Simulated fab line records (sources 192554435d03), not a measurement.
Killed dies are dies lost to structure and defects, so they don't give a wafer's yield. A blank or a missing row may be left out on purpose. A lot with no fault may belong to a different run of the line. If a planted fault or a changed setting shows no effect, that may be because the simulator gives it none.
fab line records | flow n5-finfet
record lots=5 | wafers=15 | last-day=18
route steps=1938 shown BEOL_M2@872 BEOL_M4@1111 PASSIVATION@1936
lots with no fault: from the same line, run without faults
start-h: hours from the record's opening day to when the first of the lot's shown wafers began | wait-h: hours since the lot's step before | " repeats the value in the row above | L1.1+2: one row covering several wafers at once | - no value present, or no start provided | * or withheld: withheld | < > ~ a bound
route shown NAME@n: a module of which the file shows steps, and the number in the route of the first | usual: the fault-free wafers' mean and standard deviation | same: alike in all rows | chamber/n: place in a boat | sites: each site's reading | _std_site: their standard deviation | _edge_site: the outer-site mean with the inner-site mean subtracted | radius-mm: how far each site lies from the wafer's centre | mask NAME#n: copy n | behind: the most recent tool/chamber to have shaped the wafer | hold: cause of the lot's hold/its duration in hours/its outcome | device: the transistor (n, p or np) that didn't switch | end of line: tests of these same wafers at the route's end | a step with no rows: only its recipe | killed: count of dies lost to structure and defects at first sort (not the wafer's yield) | map: a wafer's dies, x killed, . not, _ none there
set.NAME: the setting the step ran with; set.NAME@STEP: the setting that earlier step ran with | model.NAME: the simulator's own value behind a step, which no gauge read
lots seen at some steps along the route; tables by step, rows by wafer
services: from which hour (start-h, from the record's first day; less than 0 if before it) a tool's chamber was out of use, for how many hours, and why
## steps
# step N5_BEOL_M2_SOFTBAKE_23
# recipe temp-c=110 | time-s=60 | resist=CAR-EUV
# step N5_BEOL_M2_EXPOSE_25
# recipe mask-id=V1 | na=0.33 | source-shape=quasar | sigma-inner=0.2 | sigma-outer=0.8 | polarization=unpolarized | defocus-nm=5 | dose-mj=63
# step N5_BEOL_M2_PEB_26
# recipe peb-temp-c=100 | peb-time-s=60 | resist=CAR-EUV
# step N5_BEOL_M2_DEVELOP_27
# recipe develop-time-s=30 | developer=TMAH | resist=CAR-EUV | rinse-liquid=surfactant-rinse | dry=air-spin | dev-temp-c=23
# step N5_BEOL_M2_DESCUM_33
# recipe chemistry=O2 | time-s=7 | source-power-w=50 | bias-power-w=20 | pressure-mtorr=20 | rf-frequency-hz=2.712e+07 | temp-c=40 | resist=CAR-EUV | o2-flow-sccm=225
# step N5_BEOL_M2_ETCH_77
# recipe chemistry=N2/H2 | target=underlayer | target-depth-a=65 | mask-material=CAR-EUV | time-s=5.2 | ion-energy-ev=200 | pressure-mtorr=30 | source-w=840 | bias-w=150 | n2-flow-sccm=200 | h2-flow-sccm=200 | ends=cleared
# step N5_BEOL_M2_ETCH_69
# recipe chemistry=CF4 | target=SiARC | target-depth-a=156 | mask-material=CAR-EUV | time-s=26 | ion-energy-ev=80 | pressure-mtorr=40 | source-w=545 | bias-w=36 | Ar_flow_sccm=100 | cf4-flow-sccm=100 | ends=cleared
# step N5_BEOL_M2_ALD_98
# recipe material=SiO2 | target-thk-a=25 | temp-c=100 | ald-precursor-family=BDEAS | ald-co-reactant=O2-plasma | pulse-time-s=1 | co-reactant-pulse-time-s=1 | purge-time-s=2 | co-reactant-purge-time-s=2 | ald-cycles=17 | pressure-torr=2
# step N5_BEOL_M2_ETCHBACK_99
# recipe chemistry=CHF3 | target=SiO2 | target-depth-a=50 | time-s=10.4 | source-w=215 | bias-w=47 | Ar_flow_sccm=200 | CHF3_flow_sccm=12 | ion-energy-ev=100 | pressure-mtorr=30
# step N5_BEOL_M2_ETCH_70
# recipe chemistry=N2/H2 | target=SOC | target-depth-a=800 | overetch-a=240 | mask-material=SiARC | temp-c=40 | time-s=130 | ion-energy-ev=200 | pressure-mtorr=30 | source-w=840 | bias-w=150 | n2-flow-sccm=200 | h2-flow-sccm=200
# usual bias-w=150.0/0.42 | chamber-pressure-mTorr=29.999/0.027 | drypump-motor-current-A=5.6/0.56 | h2-flow-sccm=200.0/0.65 | oes-product-au=0.58/0.061 | rf-vpp-V=523.9/2.6 | showerhead-plenum-p-Torr=2.54/0.089 | throttle-valve-pct=17.75/0.24
lot.wafer | tool        | chamber | start-h | wait-h | bias-w | chamber-pressure-mTorr | drypump-motor-current-A | h2-flow-sccm | oes-product-au | rf-hours-counter-h | rf-vpp-V | showerhead-plenum-p-Torr | throttle-valve-pct | model.CAR-EUV_of_BEOL_M2_COAT_22.thk-nm | model.SiARC_of_BEOL_M2_COAT_68.thk-nm | model.underlayer_of_BEOL_M2_COAT_76.thk-nm
L996.1    | rie-diel-03 | 2       | 171.51  | 0.0    | 149.7  | 29.969                 | 5.6                     | 199.2        | 0.62           | 67                 | 522.3    | 2.46                     | 17.88              | 0                                       | 5.8                                   | 0
L996.4    | "           | 1       | "       | "      | 149.8  | 29.950                 | 6.3                     | 200.1        | 0.59           | 94                 | 524.4    | 2.55                     | 17.36              | 0                                       | 5.8                                   | 0
L996.6    | "           | 0       | "       | "      | 150.1  | 30.010                 | 5.2                     | 200.6        | 0.57           | -                  | 528.2    | 2.65                     | 17.73              | 0                                       | 6                                     | 0
L108.1    | rie-diel-06 | 2       | 251.29  | 0.0    | -      | -                      | -                       | -            | -              | -                  | -        | -                        | -                  | 10.6                                    | 12                                    | 5
L108.2    | "           | 3       | "       | "      | -      | -                      | -                       | -            | -              | -                  | -        | -                        | -                  | 10.4                                    | 12                                    | 5
L108.4    | "           | 0       | "       | "      | -      | -                      | -                       | -            | -              | -                  | -        | -                        | -                  | 10.6                                    | 12                                    | 5
L110.2    | rie-diel-04 | 2       | 256.21  | 0.0    | -      | -                      | -                       | -            | -              | -                  | -        | -                        | -                  | 10.4                                    | 12                                    | 5
L110.4    | "           | 1       | "       | "      | -      | -                      | -                       | -            | -              | -                  | -        | -                        | -                  | 10.8                                    | 12                                    | 5
L110.5    | "           | 2       | "       | "      | -      | -                      | -                       | -            | -              | -                  | -        | -                        | -                  | 10.4                                    | 12                                    | 5
L111.2    | rie-diel-03 | 0       | 256.32  | 0.0    | -      | -                      | -                       | -            | -              | -                  | -        | -                        | -                  | 10.6                                    | 12                                    | 5
L111.3    | "           | 1       | "       | "      | -      | -                      | -                       | -            | -              | -                  | -        | -                        | -                  | 10.6                                    | 12                                    | 5
L111.5    | "           | 1       | "       | "      | -      | -                      | -                       | -            | -              | -                  | -        | -                        | -                  | 10.6                                    | 12                                    | 5
L114.1    | rie-diel-03 | 2       | 272.24  | 0.0    | 149.5  | 29.986                 | 5.6                     | 201.2        | 0.59           | 106                | 522.7    | 2.45                     | 17.96              | 0                                       | 5.8                                   | 0
L114.2    | "           | 3       | "       | "      | 150.3  | 29.934                 | 5.7                     | 200.7        | 0.57           | 126                | 521.2    | 2.44                     | 17.71              | 0                                       | 5.8                                   | 0
L114.4    | "           | 0       | "       | "      | 150.1  | 29.979                 | 5.2                     | 200.9        | 0.56           | -                  | 527.1    | 2.63                     | 17.80              | 0                                       | 6                                     | 0
# step N5_BEOL_M2_STRIP_71
# recipe chemistry=N2/H2 | temp-c=40 | n2-flow-sccm=200 | h2-flow-sccm=200 | rf-frequency-hz=6e+07
# step N5_BEOL_M2_STRIP_78
# recipe chemistry=N2/H2 | temp-c=40 | n2-flow-sccm=200 | h2-flow-sccm=200 | rf-frequency-hz=6e+07
# step N5_BEOL_M2_VIA_ETCH_34
# recipe chemistry=C4F6/O2 | target-depth-a=694 | mask-material=SOC | pressure-mtorr=15 | ion-energy-ev=250 | taper-deg=4 | time-s=65.9 | source-w=350 | bias-w=170 | Ar_flow_sccm=300 | C4F6_flow_sccm=10 | O2_flow_sccm=10
# usual C4F6_flow_sccm=9.991/0.03 | O2_flow_sccm=10.002/0.028 | drypump-motor-current-A=5.6/0.55 | oes-product-au=0.79/0.089 | rf-vpp-V=664/9.8 | showerhead-plenum-p-Torr=2.85/0.1 | throttle-valve-pct=30.80/0.29
lot.wafer | tool        | chamber | start-h | wait-h | C4F6_flow_sccm | O2_flow_sccm | drypump-motor-current-A | oes-product-au | rf-hours-counter-h | rf-vpp-V | showerhead-plenum-p-Torr | throttle-valve-pct
L996.1    | rie-diel-03 | 2       | 171.62  | 0.0    | 10.045         | 9.997        | 5.6                     | 0.85           | 67                 | 681      | 2.75                     | 30.69
L996.4    | "           | 1       | "       | "      | 9.983          | 10.009       | 6.3                     | 0.80           | 94                 | 680      | 2.89                     | 30.70
L996.6    | "           | 0       | "       | "      | 10.006         | 9.987        | 5.2                     | 0.79           | -                  | 667      | 2.97                     | 30.87
L108.1    | rie-diel-06 | 2       | 251.39  | 0.0    | 10.014         | 10.002       | 5.4                     | 0.35           | 6                  | 667      | 2.90                     | 30.57
L108.2    | "           | 3       | "       | "      | 10.017         | 9.999        | 5.0                     | 0.34           | 50                 | 678      | 3.03                     | 30.94
L108.4    | "           | 0       | "       | "      | 9.952          | 9.974        | 5.3                     | 0.32           | 43                 | 664      | 2.87                     | 30.46
L110.2    | rie-diel-04 | 2       | 256.31  | 0.0    | 9.982          | 9.951        | 6.8                     | 0.26           | 241                | 665      | 2.81                     | 31.24
L110.4    | "           | 1       | "       | "      | 9.995          | 10.018       | 5.7                     | 0.28           | 200                | 656      | 2.70                     | 30.15
L110.5    | "           | 2       | "       | "      | 9.978          | 9.968        | 6.8                     | 0.25           | -                  | 665      | 2.81                     | 31.24
L111.2    | rie-diel-03 | 0       | 256.42  | 0.0    | 10.018         | 10.031       | 5.2                     | 0.29           | 134                | 666      | 2.96                     | 30.80
L111.3    | "           | 1       | "       | "      | 9.957          | 10.015       | 6.3                     | 0.29           | 126                | 679      | 2.87                     | 30.63
L111.5    | "           | 1       | "       | "      | 9.958          | 10.029       | 6.3                     | 0.29           | -                  | 679      | 2.87                     | 30.64
L114.1    | rie-diel-03 | 2       | 272.34  | 0.0    | 10.032         | 9.978        | 5.6                     | 0.80           | 106                | 679      | 2.73                     | 30.74
L114.2    | "           | 3       | "       | "      | 10.002         | 9.953        | 5.7                     | 0.78           | 127                | 658      | 2.74                     | 30.83
L114.4    | "           | 0       | "       | "      | 9.985          | 9.987        | 5.2                     | 0.75           | -                  | 666      | 2.95                     | 30.91
# step N5_BEOL_M2_STRIP_83
# recipe chemistry=C4F6/O2 | resist=SiARC | rf-frequency-hz=6e+07
# step N5_BEOL_M4_RC_MEAS_101
# usual DIBL_N=36.0/2.2 | DIBL_P=36.2/2.4 | IOFF_N=0.16/0.035 | IOFF_P=0.21/0.037 | ION_N=672/13 | ION_P=461/7 | SS_N=71.4/0.69 | SS_P=73.2/0.75 | VT_N=250/3.4 | VT_P=-251/3
lot.wafer | tool      | chamber | start-h | wait-h | DIBL_N[mV/V] | DIBL_P[mV/V] | IOFF_N[nA/um] | IOFF_P[nA/um] | ION_N[uA/um] | ION_P[uA/um] | SS_N[mV/dec] | SS_P[mV/dec] | VT_N[mV] | VT_P[mV]
L996.1    | prober-01 | 0       | 202.39  | 0.0    | 38.2         | 37.7         | 0.19          | 0.24          | 680          | 462          | 71.8         | 74.0         | 246      | -247
L996.4    | "         | 0       | "       | "      | 36.0         | 35.7         | 0.15          | 0.21          | 675          | 462          | 71.6         | 73.1         | 248      | -253
L996.6    | "         | 0       | "       | "      | 35.5         | 33.4         | 0.13          | 0.17          | 665          | 453          | 71.6         | 72.9         | 251      | -254
L114.1    | prober-01 | 0       | 315.90  | 0.0    | 33.5         | 32.5         | 0.11          | 0.14          | 662          | 454          | 70.8         | 72.1         | 252      | -257
L114.2    | "         | 0       | "       | "      | 39.2         | 39.1         | 0.21          | 0.23          | 693          | 468          | 72.4         | 73.8         | 244      | -250
L114.4    | "         | 0       | "       | "      | 36.1         | 35.8         | 0.15          | 0.18          | 680          | 461          | 70.4         | 72.9         | 246      | -253
# step N5_PASSIVATION_PROBE_49
# usual defect-limited-yield=91.2/1.4 | killed_at_M0_to_M3=34/9.4 | killed_at_M4_up=14/5.6 | killed-at-contacts=13/7.8 | killed-at-front-end=37/10 | killed-at-other=4/3.3 | killed-dies=103/17 | killed-on-rim=14/3.5 | killed-open=68/13 | killed-short=33/8.2 | sort_bin_5_function=5.1/0.92 | sort_bin_6_memory=3.3/0.71 | sort-n-pass=1077/17 | sort-yield-pct=91.2/1.4
# same gross-dies=1180 | killed-at-back-side=0 | sort_bin_4_leakage[%]=0 | sort_bin_8_speed[%]=0
lot.wafer | tool      | chamber | start-h | wait-h | defect-limited-yield[%] | killed_at_M0_to_M3 | killed_at_M4_up | killed-at-contacts | killed-at-front-end | killed-at-other | killed-dies | killed-on-rim | killed-open | killed-short | sort_bin_5_function[%] | sort_bin_6_memory[%] | sort-n-pass | sort-yield-pct[%]
L111.2    | prober-01 | -       | 407.94  | 0.1    | 0                       | 1093               | 13              | 19                 | 51                  | 4               | 1180        | 152           | 77          | 45           | 95.9                   | 3.6                  | 0           | 0
L111.3    | prober-01 | -       | 407.99  | 0.1    | 0                       | 1088               | 17              | 15                 | 58                  | 2               | 1180        | 152           | 79          | 54           | 95.2                   | 4.2                  | 0           | 0
L111.5    | prober-01 | -       | 408.09  | 0.2    | 0                       | 1096               | 15              | 24                 | 43                  | 2               | 1180        | 152           | 76          | 38           | 96.4                   | 3.5                  | 0           | 0
L110.2    | prober-02 | -       | 416.88  | 0.1    | 0                       | 1131               | 11              | 6                  | 31                  | 1               | 1180        | 152           | 52          | 28           | 97.7                   | 2.1                  | 0           | 0
L110.4    | prober-02 | -       | 416.98  | 0.2    | 0                       | 1128               | 7               | 5                  | 40                  | 0               | 1180        | 152           | 45          | 36           | 97.5                   | 2.2                  | 0           | 0
L110.5    | prober-02 | -       | 417.03  | 0.2    | 0                       | 1109               | 8               | 6                  | 46                  | 11              | 1180        | 152           | 55          | 41           | 97.4                   | 2.5                  | 0           | 0
L108.1    | prober-02 | -       | 418.67  | 0.0    | 0                       | 1109               | 13              | 16                 | 36                  | 6               | 1180        | 152           | 62          | 26           | 97.6                   | 2.0                  | 0           | 0
L108.2    | prober-02 | -       | 418.72  | 0.1    | 0                       | 1119               | 12              | 4                  | 36                  | 9               | 1180        | 152           | 68          | 27           | 96.3                   | 3.3                  | 0           | 0
L108.4    | prober-02 | -       | 418.82  | 0.2    | 0                       | 1114               | 7               | 9                  | 38                  | 12              | 1180        | 152           | 63          | 39           | 95.8                   | 3.9                  | 0           | 0
# killed by level:class
L111.2 BEOL_M2:area-etch=1058 MOL_CONTACT_COAG:geometric-particle:open=14 STI_FIN_REVEAL:geometric-particle:open=14 BEOL_M3:geometric-particle:open=9 BEOL_M1:geometric-particle:open=8 STI_FIN_REVEAL:geometric-particle:short=7 FIN_SAQP:geometric-particle:short=7 BEOL_M0_SAQP:geometric-particle:open=6
L111.3 BEOL_M2:area-etch=1045 FIN_SAQP:geometric-particle:short=20 BEOL_M0_SAQP:geometric-particle:short=14 FIN_SAQP:geometric-particle:open=11 MOL_CONTACT_COAG:geometric-particle:open=11 STI_FIN_REVEAL:geometric-particle:open=9 BEOL_M0_SAQP:geometric-particle:open=9 BEOL_M4:geometric-particle:open=8
L111.5 BEOL_M2:area-etch=1066 MOL_CONTACT_COAG:geometric-particle:open=20 FIN_SAQP:geometric-particle:short=13 BEOL_M2:geometric-particle:open=9 FIN_SAQP:geometric-particle:open=6 DUMMY_GATE:geometric-particle:open=5 BEOL_M0_SAQP:geometric-particle:short=5 STI_FIN_REVEAL:geometric-particle:open=4
L110.2 BEOL_M2:area-etch=1100 BEOL_M0_SAQP:geometric-particle:open=12 BEOL_M0_SAQP:geometric-particle:short=12 STI_FIN_REVEAL:geometric-particle:open=11 FIN_SAQP:geometric-particle:short=5 MOL_CONTACT_COAG:geometric-particle:open=5 BEOL_M4:geometric-particle:open=5 FIN_SAQP:geometric-particle:open=4
L110.4 BEOL_M2:area-etch=1099 FIN_SAQP:geometric-particle:short=11 FIN_SAQP:geometric-particle:open=8 STI_FIN_REVEAL:geometric-particle:open=8 BEOL_M0_SAQP:geometric-particle:short=6 BEOL_M0_SAQP:geometric-particle:open=6 BEOL_M3:geometric-particle:open=4 BEOL_M4:geometric-particle:open=4
L110.5 BEOL_M2:area-etch=1084 FIN_SAQP:geometric-particle:short=10 STI_FIN_REVEAL:geometric-particle:open=10 GATE_CUT:geometric-particle:short=8 BEOL_M2:geometric-particle:open=8 FIN_SAQP:geometric-particle:open=6 DUMMY_GATE:geometric-particle:open=5 BEOL_M3:geometric-particle:open=5
L108.1 BEOL_M2:area-etch=1090 MOL_CONTACT_COAG:geometric-particle:open=15 FIN_SAQP:geometric-particle:open=10 STI_FIN_REVEAL:geometric-particle:open=7 BEOL_M0_SAQP:geometric-particle:short=7 GATE_CUT:geometric-particle:short=4 BEOL_M4:geometric-particle:open=4 BEOL_M6:geometric-particle:open=4
L108.2 BEOL_M2:area-etch=1081 BEOL_M3:geometric-particle:open=14 FIN_SAQP:geometric-particle:open=8 STI_FIN_REVEAL:geometric-particle:open=8 BEOL_M1:geometric-particle:open=5 BEOL_M2:geometric-particle:open=5 MOL_CONTACT_COAG:geometric-particle:open=4 BEOL_M0:geometric-particle:open=4
L108.4 BEOL_M2:area-etch=1078 FIN_SAQP:geometric-particle:open=13 MOL_CONTACT_COAG:geometric-particle:open=8 BEOL_M0_SAQP:geometric-particle:short=7 FIN_SAQP:geometric-particle:short=5 BEOL_M0_SAQP:geometric-particle:open=5 BEOL_M0:geometric-particle:short=5 BEOL_M2:geometric-particle:open=5
# map L108.1 (x killed, . not)
_________________xxxxxxxxxxxx________________
______________xxxxxxxxxxxxxxxxxx_____________
___________xxxxxxxxxxxxxxxxxxxxxxxx__________
__________xxxxxxxxxxxxxxxxxxxxxxxxxx_________
________xxxxxxxxxxxxxxxxxxxxxxxxxxxxxx_______
_______xxxxxxxxxxxxxxxxxxxxxxxxxxxxxxxx______
______xxxxxxxxxxxxxxxxxxxxxxxxxxxxxxxxxx_____
_____xxxxxxxxxxxxxxxxxxxxxxxxxxxxxxxxxxxx____
____xxxxxxxxxxxxxxxxxxxxxxxxxxxxxxxxxxxxxx___
___xxxxxxxxxxxxxxxxxxxxxxxxxxxxxxxxxxxxxxxx__
___xxxxxxxxxxxxxxxxxxxxxxxxxxxxxxxxxxxxxxxx__
__xxxxxxxxxxxxxxxxxxxxxxxxxxxxxxxxxxxxxxxxxx_
__xxxxxxxxxxxxxxxxxxxxxxxxxxxxxxxxxxxxxxxxxx_
_xxxxxxxxxxxxxxxxxxxxxxxxxxxxxxxxxxxxxxxxxxxx
_xxxxxxxxxxxxxxxxxxxxxxxxxxxxxxxxxxxxxxxxxxxx
_xxxxxxxxxxxxxxxxxxxxxxxxxxxxxxxxxxxxxxxxxxxx
_xxxxxxxxxxxxxxxxxxxxxxxxxxxxxxxxxxxxxxxxxxxx
_xxxxxxxxxxxxxxxxxxxxxxxxxxxxxxxxxxxxxxxxxxxx
_xxxxxxxxxxxxxxxxxxxxxxxxxxxxxxxxxxxxxxxxxxxx
_xxxxxxxxxxxxxxxxxxxxxxxxxxxxxxxxxxxxxxxxxxxx
_xxxxxxxxxxxxxxxxxxxxxxxxxxxxxxxxxxxxxxxxxxxx
__xxxxxxxxxxxxxxxxxxxxxxxxxxxxxxxxxxxxxxxxxx_
__xxxxxxxxxxxxxxxxxxxxxxxxxxxxxxxxxxxxxxxxxx_
___xxxxxxxxxxxxxxxxxxxxxxxxxxxxxxxxxxxxxxxx__
___xxxxxxxxxxxxxxxxxxxxxxxxxxxxxxxxxxxxxxxx__
____xxxxxxxxxxxxxxxxxxxxxxxxxxxxxxxxxxxxxx___
_____xxxxxxxxxxxxxxxxxxxxxxxxxxxxxxxxxxxx____
______xxxxxxxxxxxxxxxxxxxxxxxxxxxxxxxxxx_____
_______xxxxxxxxxxxxxxxxxxxxxxxxxxxxxxxx______
________xxxxxxxxxxxxxxxxxxxxxxxxxxxxxx_______
__________xxxxxxxxxxxxxxxxxxxxxxxxxx_________
___________xxxxxxxxxxxxxxxxxxxxxxxx__________
______________xxxxxxxxxxxxxxxxxx_____________
_________________xxxxxxxxxxxx________________
# map L110.2 (x killed, . not)
_________________xxxxxxxxxxxx________________
______________xxxxxxxxxxxxxxxxxx_____________
___________xxxxxxxxxxxxxxxxxxxxxxxx__________
__________xxxxxxxxxxxxxxxxxxxxxxxxxx_________
________xxxxxxxxxxxxxxxxxxxxxxxxxxxxxx_______
_______xxxxxxxxxxxxxxxxxxxxxxxxxxxxxxxx______
______xxxxxxxxxxxxxxxxxxxxxxxxxxxxxxxxxx_____
_____xxxxxxxxxxxxxxxxxxxxxxxxxxxxxxxxxxxx____
____xxxxxxxxxxxxxxxxxxxxxxxxxxxxxxxxxxxxxx___
___xxxxxxxxxxxxxxxxxxxxxxxxxxxxxxxxxxxxxxxx__
___xxxxxxxxxxxxxxxxxxxxxxxxxxxxxxxxxxxxxxxx__
__xxxxxxxxxxxxxxxxxxxxxxxxxxxxxxxxxxxxxxxxxx_
__xxxxxxxxxxxxxxxxxxxxxxxxxxxxxxxxxxxxxxxxxx_
_xxxxxxxxxxxxxxxxxxxxxxxxxxxxxxxxxxxxxxxxxxxx
_xxxxxxxxxxxxxxxxxxxxxxxxxxxxxxxxxxxxxxxxxxxx
_xxxxxxxxxxxxxxxxxxxxxxxxxxxxxxxxxxxxxxxxxxxx
_xxxxxxxxxxxxxxxxxxxxxxxxxxxxxxxxxxxxxxxxxxxx
_xxxxxxxxxxxxxxxxxxxxxxxxxxxxxxxxxxxxxxxxxxxx
_xxxxxxxxxxxxxxxxxxxxxxxxxxxxxxxxxxxxxxxxxxxx
_xxxxxxxxxxxxxxxxxxxxxxxxxxxxxxxxxxxxxxxxxxxx
_xxxxxxxxxxxxxxxxxxxxxxxxxxxxxxxxxxxxxxxxxxxx
__xxxxxxxxxxxxxxxxxxxxxxxxxxxxxxxxxxxxxxxxxx_
__xxxxxxxxxxxxxxxxxxxxxxxxxxxxxxxxxxxxxxxxxx_
___xxxxxxxxxxxxxxxxxxxxxxxxxxxxxxxxxxxxxxxx__
___xxxxxxxxxxxxxxxxxxxxxxxxxxxxxxxxxxxxxxxx__
____xxxxxxxxxxxxxxxxxxxxxxxxxxxxxxxxxxxxxx___
_____xxxxxxxxxxxxxxxxxxxxxxxxxxxxxxxxxxxx____
______xxxxxxxxxxxxxxxxxxxxxxxxxxxxxxxxxx_____
_______xxxxxxxxxxxxxxxxxxxxxxxxxxxxxxxx______
________xxxxxxxxxxxxxxxxxxxxxxxxxxxxxx_______
__________xxxxxxxxxxxxxxxxxxxxxxxxxx_________
___________xxxxxxxxxxxxxxxxxxxxxxxx__________
______________xxxxxxxxxxxxxxxxxx_____________
_________________xxxxxxxxxxxx________________
## services
tool        | chamber | start-h | hours | kind
rie-diel-04 | 3       | 166.11  | 2.1   | repair
rie-diel-06 | -       | 202.66  | 1.0   | repair
rie-diel-06 | 2       | 215.81  | -     | clean
rie-diel-06 | 2       | 215.81  | -     | consumable-replace:focus-ring
rie-diel-06 | 2       | 215.81  | 15.1  | scheduled-down
rie-diel-06 | 2       | 215.81  | 15.1  | vent-cycle
rie-diel-03 | 1       | 265.87  | 8.3   | repair
## key
first-sign step=N5_BEOL_M2_ETCH_70 | reading=tool-record | direction=missing
effect step=N5_BEOL_M2_VIA_ETCH_34 | reading=oes-product-au | direction=down | sigmas=5.5 | usual=0.79 | struck=0.30
effect step=N5_PASSIVATION_PROBE_49 | reading=killed_at_M0_to_M3 | direction=up | sigmas=99+ | usual=34 | struck=1110
model-effect step=N5_BEOL_M2_ETCH_70 | value=CAR-EUV_of_BEOL_M2_COAT_22.thk-nm | without=0 | struck=10.56
more-kills-born-at N5_BEOL_M2_ETCH_70@rie-diel-04=3283 | N5_BEOL_M2_ETCH_70@rie-diel-06=3249 | N5_BEOL_M2_ETCH_70@rie-diel-03=3169
met-at N5_BEOL_M2_ETCH_70
struck-wafers L108.1,L108.2,L108.4,L110.2,L110.4,L110.5,L111.2,L111.3,L111.5
later-rows-left-out L108.1,L108.2,L108.4,L110.2,L110.4,L110.5,L111.2,L111.3,L111.5
onset-between 171.51 251.29
fault kind=skipped-step-whole | tool=rie-diel-03,rie-diel-04,rie-diel-06 | chamber=- | onset-h=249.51 | steps=N5_BEOL_M2_ETCH_70 | scope=struck-lots-only
# later-rows-left-out: the simulator's readings of these wafers behind a module that went badly wrong aren't trusted and aren't shown, but for the sort
